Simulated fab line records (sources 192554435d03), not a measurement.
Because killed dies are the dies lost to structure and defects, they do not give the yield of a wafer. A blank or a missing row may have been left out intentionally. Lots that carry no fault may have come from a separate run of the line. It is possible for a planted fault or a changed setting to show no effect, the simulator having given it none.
The tool behind it: which one? + flow n5Finfet + 72 wafers from 24 lots sampled at 6 of the route's 1938 steps

WHAT EACH GAUGE READ, for each wafer
N5_BEOL_M1_INSPECT_13: inspects for defects (brightfield).
| lot  | measured     | on               | rawDefectCount |
|------|--------------|------------------|----------------|
| L074 | day 6 07:20  | defectInspect-02 | 517 445 459    |
| L076 | day 7 13:17  | defectInspect-02 | 336 299 298    |
| L075 | day 7 15:50  | defectInspect-02 | 528 503 645    |
| L077 | day 7 15:53  | defectInspect-02 | 476 511 696    |
| L078 | day 7 15:48  | defectInspect-02 | 435 321 351    |
| L079 | day 7 22:12  | defectInspect-02 | 293 295 259    |
| L080 | day 8 02:29  | defectInspect-01 | 355 431 395    |
| L081 | day 8 06:40  | defectInspect-01 | 528 525 427    |
| L082 | day 8 09:11  | defectInspect-02 | 329 365 493    |
| L083 | day 8 15:43  | defectInspect-02 | 285 314 429    |
| L084 | day 9 05:19  | defectInspect-01 | 566 653 366    |
| L085 | day 9 09:33  | defectInspect-02 | 388 440 447    |
| L086 | day 9 18:31  | defectInspect-01 | 353 478 679    |
| L087 | day 9 18:52  | defectInspect-02 | 243 417 476    |
| L088 | day 10 01:38 | defectInspect-01 | 581 525 685    |
| L089 | day 10 07:02 | defectInspect-02 | 464 490 423    |
| L090 | day 10 12:11 | defectInspect-02 | 433 402 510    |
| L091 | day 10 18:06 | defectInspect-01 | 521 429 454    |
| L092 | day 11 01:07 | defectInspect-01 | 262 387 298    |
| L093 | day 11 09:25 | defectInspect-02 | 346 379 407    |
| L095 | day 11 20:57 | defectInspect-02 | 314 430 377    |
| L097 | day 11 21:07 | defectInspect-01 | 507 445 560    |
| L096 | day 11 22:32 | defectInspect-02 | 386 329 290    |
| L094 | day 12 06:52 | defectInspect-01 | 443 422 490    |

N5_BEOL_M1_CD_MEAS_28: target cd y 23.3 nm.
| lot  | measured     | on       | cdNm (nm)         |
|------|--------------|----------|-------------------|
| L074 | day 6 08:08  | cdSem-02 | 23.98 23.96 23.60 |
| L076 | day 7 14:10  | cdSem-02 | 24.43 24.06 24.38 |
| L075 | day 7 16:37  | cdSem-02 | 24.07 23.97 24.07 |
| L077 | day 7 16:41  | cdSem-01 | 24.09 23.93 23.98 |
| L078 | day 7 16:44  | cdSem-02 | 24.09 23.92 24.14 |
| L079 | day 7 23:11  | cdSem-01 | 23.88 23.95 23.53 |
| L080 | day 8 03:32  | cdSem-01 | 24.09 23.79 24.13 |
| L081 | day 8 07:49  | cdSem-01 | 24.04 23.92 24.16 |
| L082 | day 8 09:58  | cdSem-01 | 23.72 24.34 24.09 |
| L083 | day 8 16:46  | cdSem-02 | 24.41 24.21 23.94 |
| L084 | day 9 06:40  | cdSem-02 | 24.08 24.25 23.78 |
| L085 | day 9 10:29  | cdSem-01 | 23.58 23.93 23.95 |
| L086 | day 9 19:33  | cdSem-03 | 24.03 23.60 24.28 |
| L087 | day 9 19:49  | cdSem-02 | 24.22 24.20 24.32 |
| L088 | day 10 02:31 | cdSem-01 | 23.60 24.17 23.80 |
| L089 | day 10 07:51 | cdSem-03 | 23.84 24.39 24.12 |
| L090 | day 10 13:35 | cdSem-03 | 24.24 24.12 24.04 |
| L091 | day 10 19:01 | cdSem-02 | 24.29 24.16 24.11 |
| L092 | day 11 02:23 | cdSem-01 | 23.99 23.51 23.90 |
| L093 | day 11 10:12 | cdSem-01 | 24.25 24.13 23.82 |
| L095 | day 11 21:46 | cdSem-01 | 24.08 23.96 24.24 |
| L097 | day 11 22:02 | cdSem-02 | 24.23 24.23 24.28 |
| L096 | day 11 23:19 | cdSem-03 | 24.13 24.37 24.37 |
| L094 | day 12 07:46 | cdSem-03 | 24.05 23.53 23.79 |

WHAT TOOL EACH LOT RAN ON (gives the tool, then ch and the chambers of the sampled wafers, and finally the start)
| lot  | N5_BEOL_M0_CUTY_DESCUM_61         | N5_BEOL_M0_SPUTTER_116      | N5_BEOL_M0_DEP_125              | N5_BEOL_M1_ETCH_64                |
|------|-----------------------------------|-----------------------------|---------------------------------|-----------------------------------|
| L074 | rieDiel-05 ch 1,2, day 5 20:07    | pvdSputter-03, day 6 04:44  | pecvd-02 ch 0,2, day 6 06:08    | rieDiel-03 ch 0,3, day 6 07:28    |
| L076 | rieDiel-02 ch 1,3, day 7 06:38    | pvdSputter-03, day 7 10:51  | pecvd-04 ch 0,1, day 7 12:13    | rieDiel-06 ch 0,1,3, day 7 13:24  |
| L075 | rieDiel-02 ch 0,1, day 7 07:30    | pvdSputter-01, day 7 12:50  | pecvd-02 ch 1,2, day 7 14:11    | rieDiel-01 ch 0,1, day 7 15:57    |
| L077 | rieDiel-02 ch 0,1,3, day 7 07:47  | pvdSputter-01, day 7 12:11  | pecvd-01 ch 0,1,2, day 7 13:32  | rieDiel-06 ch 1,2,3, day 7 15:59  |
| L078 | rieDiel-05 ch 1,2,3, day 7 08:16  | pvdSputter-03, day 7 11:31  | pecvd-04 ch 0,2, day 7 12:55    | rieDiel-03 ch 0,1,2, day 7 15:55  |
| L079 | rieDiel-05 ch 0,1,2, day 7 16:38  | pvdSputter-01, day 7 19:55  | pecvd-01 ch 0,2, day 7 21:15    | rieDiel-01 ch 1,2, day 7 22:25    |
| L080 | rieDiel-05 ch 2,3, day 7 18:29    | pvdSputter-03, day 7 22:20  | pecvd-02 ch 0,1, day 8 00:11    | rieDiel-01 ch 0,1, day 8 02:44    |
| L081 | rieDiel-04 ch 0,1,3, day 7 22:19  | pvdSputter-02, day 8 03:17  | pecvd-01 ch 1,2, day 8 04:44    | rieDiel-01 ch 0,1,3, day 8 06:56  |
| L082 | rieDiel-05 ch 2,3, day 8 03:36    | pvdSputter-03, day 8 06:27  | pecvd-04 ch 0,1, day 8 07:49    | rieDiel-01 ch 0,2,3, day 8 09:18  |
| L083 | rieDiel-04 ch 0,2,3, day 8 08:27  | pvdSputter-01, day 8 13:32  | pecvd-04 ch 0,1,2, day 8 14:57  | rieDiel-01 ch 0,1, day 8 15:50    |
| L084 | rieDiel-02 ch 0,3, day 8 23:16    | pvdSputter-02, day 9 02:19  | pecvd-01 ch 0,2, day 9 03:41    | rieDiel-01 ch 0,2,3, day 9 05:58  |
| L085 | rieDiel-04 ch 1,2,3, day 9 01:45  | pvdSputter-01, day 9 06:07  | pecvd-02 ch 0,1,2, day 9 07:42  | rieDiel-01 ch 2,3, day 9 09:40    |
| L086 | rieDiel-04 ch 0,2,3, day 9 09:30  | pvdSputter-02, day 9 14:14  | pecvd-02 ch 0,1,2, day 9 16:47  | rieDiel-01 ch 1,2, day 9 18:46    |
| L087 | rieDiel-02 ch 1,2, day 9 12:14    | pvdSputter-01, day 9 15:31  | pecvd-02 ch 1,2, day 9 17:28    | rieDiel-06 ch 1,3, day 9 18:58    |
| L088 | rieDiel-04 ch 0,1,3, day 9 15:08  | pvdSputter-03, day 9 22:05  | pecvd-02 ch 0,1, day 10 00:35   | rieDiel-06 ch 1,2,3, day 10 01:50 |
| L089 | rieDiel-04 ch 0,1,2, day 10 01:44 | pvdSputter-01, day 10 04:47 | pecvd-01 ch 1,2, day 10 06:07   | rieDiel-06 ch 0,2, day 10 07:09   |
| L090 | rieDiel-02 ch 0,3, day 10 03:14   | pvdSputter-01, day 10 08:47 | pecvd-02 ch 1,2, day 10 10:07   | rieDiel-03 ch 0,1,3, day 10 12:42 |
| L091 | rieDiel-04 ch 0,1,2, day 10 10:55 | pvdSputter-01, day 10 14:22 | pecvd-01 ch 0,1, day 10 15:50   | rieDiel-06 ch 0,2,3, day 10 18:13 |
| L092 | rieDiel-05 ch 1,2,3, day 10 14:55 | pvdSputter-02, day 10 21:14 | pecvd-01 ch 0,1, day 10 22:35   | rieDiel-06 ch 0,2, day 11 01:44   |
| L093 | rieDiel-04 ch 0,3, day 11 01:40   | pvdSputter-03, day 11 05:53 | pecvd-04 ch 1,2, day 11 07:22   | rieDiel-06 ch 0,2,3, day 11 09:32 |
| L095 | rieDiel-04 ch 2,3, day 11 09:52   | pvdSputter-02, day 11 18:10 | pecvd-04 ch 0,2, day 11 19:31   | rieDiel-03 ch 0,2,3, day 11 21:07 |
| L097 | rieDiel-05 ch 1,3, day 11 12:32   | pvdSputter-03, day 11 18:11 | pecvd-01 ch 0,1, day 11 19:41   | rieDiel-01 ch 2,3, day 11 21:14   |
| L096 | rieDiel-05 ch 0,2, day 11 16:10   | pvdSputter-03, day 11 19:35 | pecvd-04 ch 0,2, day 11 20:56   | rieDiel-01 ch 0,3, day 11 22:38   |
| L094 | rieDiel-02 ch 0,1,2, day 11 20:25 | pvdSputter-01, day 12 03:51 | pecvd-02 ch 0,1,2, day 12 05:24 | rieDiel-03 ch 0,2, day 12 06:59   |
- N5_BEOL_M0_CUTY_DESCUM_61: chemistry O2, time 7.9 s.
- N5_BEOL_M0_SPUTTER_116: material Cu, target thk 4 nm, time 7.37 s.
- N5_BEOL_M0_DEP_125: deposits SiCN from 3MS/NH3, target thk 8 nm, time 14 s.
- N5_BEOL_M1_ETCH_64: etches SOC in N2/H2, target depth 75 nm, overetch 15 nm, time 112.5 s.

WHAT THE TOOLS THEMSELVES READ (means of the sampled wafers that have a number; where no wafer has one, the mark that the record gives instead)
N5_BEOL_M0_CUTY_DESCUM_61.
| lot  | tool       | drypumpMotorCurrentA (A) | oesProductAu (a.u.) | rfFwdPowerW (W) | rfVppV (V) | showerheadPlenumPTorr (Torr) | throttleValvePct (%) |
|------|------------|--------------------------|---------------------|-----------------|------------|------------------------------|----------------------|
| L074 | rieDiel-05 | 5.9                      | 0.79                | 49.44           | 243.4      | 2.08                         | 20.20                |
| L076 | rieDiel-02 | 5.7                      | 0.73                | 49.23           | 243.1      | 2.10                         | 20.45                |
| L075 | rieDiel-02 | 5.9                      | 0.79                | 49.16           | 243.8      | 2.10                         | 20.41                |
| L077 | rieDiel-02 | 5.9                      | 0.78                | 49.09           | 244.0      | 2.12                         | 20.42                |
| L078 | rieDiel-05 | 5.8                      | 0.79                | 49.25           | 242.9      | 2.10                         | 20.23                |
| L079 | rieDiel-05 | 6.0                      | 0.79                | 49.45           | 242.8      | 2.08                         | 20.28                |
| L080 | rieDiel-05 | 5.5                      | 0.75                | 49.49           | 243.7      | 2.14                         | 20.29                |
| L081 | rieDiel-04 | 5.6                      | 0.69                | 49.50           | 243.7      | 2.12                         | 20.37                |
| L082 | rieDiel-05 | 5.6                      | 0.74                | 49.32           | 244.2      | 2.14                         | 20.29                |
| L083 | rieDiel-04 | 5.8                      | 0.70                | 49.34           | 244.2      | 2.10                         | 20.42                |
| L084 | rieDiel-02 | 5.9                      | 0.75                | 49.10           | 243.5      | 2.14                         | 20.46                |
| L085 | rieDiel-04 | 5.6                      | 0.70                | 49.47           | 244.1      | 2.13                         | 20.43                |
| L086 | rieDiel-04 | 5.8                      | 0.69                | 49.48           | 243.3      | 2.10                         | 20.42                |
| L087 | rieDiel-02 | 5.2                      | 0.73                | 49.12           | 243.6      | 2.08                         | 20.61                |
| L088 | rieDiel-04 | 5.5                      | 0.68                | 49.42           | 243.0      | 2.12                         | 20.40                |
| L089 | rieDiel-04 | 5.9                      | 0.69                | 49.57           | 242.3      | 2.10                         | 20.37                |
| L090 | rieDiel-02 | 6.1                      | 0.79                | 49.02           | 244.1      | 2.13                         | 20.44                |
| L091 | rieDiel-04 | 5.8                      | 0.70                | 49.51           | 244.0      | 2.09                         | 20.38                |
| L092 | rieDiel-05 | 5.8                      | 0.76                | 49.36           | 243.7      | 2.09                         | 20.28                |
| L093 | rieDiel-04 | 5.8                      | 0.66                | 49.48           | 243.6      | 2.09                         | 20.41                |
| L095 | rieDiel-04 | 5.6                      | 0.68                | 49.43           | 243.5      | 2.12                         | 20.53                |
| L097 | rieDiel-05 | 6.0                      | 0.79                | 49.30           | 243.1      | 2.08                         | 20.25                |
| L096 | rieDiel-05 | 5.8                      | 0.71                | 49.58           | 242.8      | 2.08                         | 20.38                |
| L094 | rieDiel-02 | 5.6                      | 0.74                | 49.32           | 243.3      | 2.09                         | 20.56                |

N5_BEOL_M0_SPUTTER_116.
| lot  | tool          | chamberPressurePa (Pa) | throttleValvePct (%) |
|------|---------------|------------------------|----------------------|
| L074 | pvdSputter-03 | 0.07013                | 29.3                 |
| L076 | pvdSputter-03 | 0.07008                | 30.5                 |
| L075 | pvdSputter-01 | 0.06983                | 30.2                 |
| L077 | pvdSputter-01 | 0.06984                | 29.4                 |
| L078 | pvdSputter-03 | 0.07001                | 30.3                 |
| L079 | pvdSputter-01 | 0.07000                | 30.4                 |
| L080 | pvdSputter-03 | 0.07007                | 30.9                 |
| L081 | pvdSputter-02 | 0.06993                | 29.2                 |
| L082 | pvdSputter-03 | 0.07002                | 30.4                 |
| L083 | pvdSputter-01 | 0.06989                | 29.6                 |
| L084 | pvdSputter-02 | 0.06985                | 30.0                 |
| L085 | pvdSputter-01 | 0.06997                | 30.3                 |
| L086 | pvdSputter-02 | 0.06999                | 29.1                 |
| L087 | pvdSputter-01 | 0.06995                | 29.9                 |
| L088 | pvdSputter-03 | 0.06998                | 30.4                 |
| L089 | pvdSputter-01 | 0.07002                | 29.6                 |
| L090 | pvdSputter-01 | 0.06999                | 30.6                 |
| L091 | pvdSputter-01 | 0.06993                | 29.7                 |
| L092 | pvdSputter-02 | 0.06992                | 29.4                 |
| L093 | pvdSputter-03 | 0.07015                | 29.2                 |
| L095 | pvdSputter-02 | 0.07002                | 29.4                 |
| L097 | pvdSputter-03 | 0.06988                | 29.5                 |
| L096 | pvdSputter-03 | 0.07004                | 29.8                 |
| L094 | pvdSputter-01 | 0.06995                | 30.0                 |

N5_BEOL_M0_DEP_125.
| lot  | tool     | rfFwdPowerW (W) | showerheadPlenumPTorr (Torr) | throttleValvePct (%) |
|------|----------|-----------------|------------------------------|----------------------|
| L074 | pecvd-02 | 199.5           | 3.663                        | 8.9                  |
| L076 | pecvd-04 | 199.8           | 3.669                        | 9.3                  |
| L075 | pecvd-02 | 199.3           | 3.656                        | 8.9                  |
| L077 | pecvd-01 | 199.3           | 3.659                        | 8.9                  |
| L078 | pecvd-04 | 200.2           | 3.671                        | 9.0                  |
| L079 | pecvd-01 | 199.2           | 3.659                        | 8.5                  |
| L080 | pecvd-02 | 198.8           | 3.645                        | 9.2                  |
| L081 | pecvd-01 | 199.6           | 3.655                        | 9.0                  |
| L082 | pecvd-04 | 199.4           | 3.662                        | 9.1                  |
| L083 | pecvd-04 | 200.2           | 3.668                        | 9.1                  |
| L084 | pecvd-01 | 199.2           | 3.659                        | 8.8                  |
| L085 | pecvd-02 | 199.4           | 3.651                        | 9.1                  |
| L086 | pecvd-02 | 199.1           | 3.653                        | 9.0                  |
| L087 | pecvd-02 | 199.0           | 3.659                        | 8.9                  |
| L088 | pecvd-02 | 198.4           | 3.651                        | 9.2                  |
| L089 | pecvd-01 | 199.6           | 3.653                        | 8.9                  |
| L090 | pecvd-02 | 198.9           | 3.657                        | 8.9                  |
| L091 | pecvd-01 | 200.3           | 3.665                        | 8.8                  |
| L092 | pecvd-01 | 199.3           | 3.658                        | 8.9                  |
| L093 | pecvd-04 | 199.2           | 3.661                        | 9.2                  |
| L095 | pecvd-04 | 200.0           | 3.664                        | 9.1                  |
| L097 | pecvd-01 | 199.8           | 3.658                        | 9.2                  |
| L096 | pecvd-04 | 199.8           | 3.661                        | 8.9                  |
| L094 | pecvd-02 | 199.2           | 3.650                        | 9.0                  |

N5_BEOL_M1_ETCH_64.
| lot  | tool       | drypumpMotorCurrentA (A) | oesProductAu (a.u.) | rfFwdPowerW (W) | rfVppV (V) | showerheadPlenumPTorr (Torr) | throttleValvePct (%) |
|------|------------|--------------------------|---------------------|-----------------|------------|------------------------------|----------------------|
| L074 | rieDiel-03 | 5.5                      | 0.63                | 835.7           | 524.0      | 2.55                         | 17.94                |
| L076 | rieDiel-06 | 5.6                      | 0.59                | 834.1           | 525.8      | 2.61                         | 18.07                |
| L075 | rieDiel-01 | 6.5                      | 0.63                | 836.8           | 522.7      | 2.50                         | 17.98                |
| L077 | rieDiel-06 | 5.6                      | 0.61                | 838.4           | 523.9      | 2.55                         | 17.97                |
| L078 | rieDiel-03 | 5.6                      | 0.59                | 838.4           | 523.4      | 2.54                         | 17.79                |
| L079 | rieDiel-01 | 6.4                      | 0.69                | 838.6           | 527.7      | 2.66                         | 17.95                |
| L080 | rieDiel-01 | 6.4                      | 0.62                | 836.3           | 523.0      | 2.52                         | 17.90                |
| L081 | rieDiel-01 | 6.3                      | 0.67                | 835.2           | 521.8      | 2.50                         | 17.89                |
| L082 | rieDiel-01 | 6.3                      | 0.71                | 837.3           | 523.6      | 2.55                         | 17.96                |
| L083 | rieDiel-01 | 6.5                      | 0.62                | 837.4           | 522.4      | 2.49                         | 18.00                |
| L084 | rieDiel-01 | 6.3                      | 0.69                | 834.9           | 524.4      | 2.55                         | 17.97                |
| L085 | rieDiel-01 | 6.3                      | 0.71                | 836.3           | 525.5      | 2.64                         | 17.96                |
| L086 | rieDiel-01 | 6.3                      | 0.63                | 837.0           | 525.5      | 2.60                         | 17.92                |
| L087 | rieDiel-06 | 5.2                      | 0.61                | 835.7           | 525.0      | 2.59                         | 18.06                |
| L088 | rieDiel-06 | 5.6                      | 0.60                | 834.7           | 523.9      | 2.54                         | 18.00                |
| L089 | rieDiel-06 | 6.4                      | 0.57                | 833.8           | 524.1      | 2.55                         | 18.13                |
| L090 | rieDiel-03 | 5.7                      | 0.60                | 835.3           | 522.8      | 2.51                         | 17.84                |
| L091 | rieDiel-06 | 6.0                      | 0.60                | 836.4           | 524.2      | 2.54                         | 18.08                |
| L092 | rieDiel-06 | 6.5                      | 0.57                | 836.7           | 524.1      | 2.55                         | 18.13                |
| L093 | rieDiel-06 | 6.0                      | 0.59                | 834.5           | 522.9      | 2.54                         | 18.11                |
| L095 | rieDiel-03 | 5.3                      | 0.61                | 835.3           | 524.9      | 2.58                         | 17.96                |
| L097 | rieDiel-01 | 6.3                      | 0.69                | 836.1           | 525.9      | 2.63                         | 17.99                |
| L096 | rieDiel-01 | 6.2                      | 0.68                | 836.1           | 521.9      | 2.47                         | 17.93                |
| L094 | rieDiel-03 | 5.2                      | 0.58                | 832.9           | 525.1      | 2.60                         | 17.96                |

THE ANSWER, worked out from the rows above alone
Rule: usual is defined by the lots themselves. Put in order of their means at a reading, lots are off if they are a third of the lots or fewer, leave a main group of 4 or more, and stand apart from it by a gap of 3 or more times the standard deviation of the main group's means; of several such gaps the widest counts. A main group is skipped when, at the precision printed for the reading in the tables above, its means are all equal. A lot without any number at a reading at which 4 lots or more have one is off too. Any other lot the step has rows for is counted as sound. First the gauges in route order, then the tools' own readings, where a lot's mean is used as printed above. The first step at which some lot is off is used, and at that step the reading that is off furthest; a lot without a number counts as furthest.
No lot is off at any reading shown: from this, nothing can be told.

WHAT THE SIMULATOR HAD INSERTED
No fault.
